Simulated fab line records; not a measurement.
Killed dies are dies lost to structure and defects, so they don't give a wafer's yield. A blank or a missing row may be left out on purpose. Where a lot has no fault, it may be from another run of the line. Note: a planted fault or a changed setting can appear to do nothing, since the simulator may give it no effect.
Which tool was responsible?	flow n5Finfet	10 lots, 30 wafers sampled, at 4 steps of a route of 1938

## WHAT THE GAUGES SHOWED, per wafer
N5_BEOL_M11_OCD_MEAS_38.
lot	measured	on	trenchDepthNm (nm)
L337	day 12 00:55	ocd-01	149.8 146.4 149.3
L338	day 13 09:43	ocd-01	148.0 150.2 146.4
L340	day 14 00:17	ocd-01	145.4 145.6 145.4
L343	day 14 17:12	ocd-02	149.4 150.7 147.9
L344	day 14 19:29	ocd-01	150.8 148.9 151.7
L346	day 14 22:51	ocd-01	147.8 146.7 149.8
L345	day 15 05:04	ocd-02	147.5 150.7 151.9
L349	day 15 17:40	ocd-01	145.0 149.8 150.3
L354	day 16 23:37	ocd-02	142.7 140.0 141.6
L359	day 18 10:57	ocd-01	144.0 145.1 144.6

## WHICH TOOL RAN EACH LOT (tool, then ch and the chambers of the sampled wafers, then the start)
lot	N5_BEOL_M11_DESCUM_33	N5_BEOL_M11_TRENCH_ETCH_37	N5_BEOL_M11_STRIP_77
L337	rieDiel-03 ch 2,3, day 12 00:25	rieDiel-03 ch 2,3, day 12 00:44	rieDiel-03 ch 2,3, day 12 00:55 or earlier
L338	rieDiel-01 ch 0,1,3, day 13 09:14	rieDiel-01 ch 0,1,3, day 13 09:32	rieDiel-01 ch 0,1,3, day 13 09:43 or earlier
L340	rieDiel-03 ch 0,2, day 13 23:47	rieDiel-03 ch 0,2, day 14 00:06	rieDiel-03 ch 0,2, day 14 00:17 or earlier
L343	rieDiel-06 ch 1,2,3, day 14 16:43	rieDiel-06 ch 1,2,3, day 14 17:01	rieDiel-06 ch 1,2,3, day 14 17:12 or earlier
L344	rieDiel-06 ch 0,1,3, day 14 19:00	rieDiel-06 ch 0,1,3, day 14 19:19	rieDiel-06 ch 0,1,3, day 14 19:29 or earlier
L346	rieDiel-03 ch 2,3, day 14 22:21	rieDiel-03 ch 2,3, day 14 22:40	rieDiel-03 ch 2,3, day 14 22:51 or earlier
L345	rieDiel-06 ch 0,1,3, day 15 04:34	rieDiel-06 ch 0,1,3, day 15 04:52	rieDiel-06 ch 0,1,3, day 15 05:04 or earlier
L349	rieDiel-06 ch 1,2, day 15 17:10	rieDiel-06 ch 1,2, day 15 17:29	rieDiel-06 ch 1,2, day 15 17:40 or earlier
L354	rieDiel-06 ch 0,1,3, day 16 23:08	rieDiel-06 ch 0,1,3, day 16 23:26	rieDiel-06 ch 0,1,3, day 16 23:37 or earlier
L359	rieDiel-06 ch 0,1, day 18 10:28	rieDiel-06 ch 0,1, day 18 10:46	rieDiel-06 ch 0,1, day 18 10:57 or earlier
- N5_BEOL_M11_DESCUM_33: chemistry O2, time 7.9 s.
- N5_BEOL_M11_TRENCH_ETCH_37: etches SiCOH lowk in C4F6/O2, target depth 148.83 nm, time 48 s.
- N5_BEOL_M11_STRIP_77: strips in N2/H2, time 10 s.

## THE ANSWER, worked out from the rows above alone
Rule: usual is defined by the lots themselves. The widest of any qualifying gaps counts: lots, ordered by their means at a reading, are off when they make up no more than a third of the lots, leave a main group of 4 or more, and stand apart from it by 3 or more times the standard deviation of that group's means. A main group is skipped when, at the precision printed for the reading in the tables above, its means are all equal. Also off: a lot with no number at a reading for which 4 or more lots have one. The other lots that the step has rows for count as sound.
Across all readings shown, no lot is off: no conclusion can be drawn from this.

## WHAT HAD BEEN PUT IN BY THE SIMULATOR
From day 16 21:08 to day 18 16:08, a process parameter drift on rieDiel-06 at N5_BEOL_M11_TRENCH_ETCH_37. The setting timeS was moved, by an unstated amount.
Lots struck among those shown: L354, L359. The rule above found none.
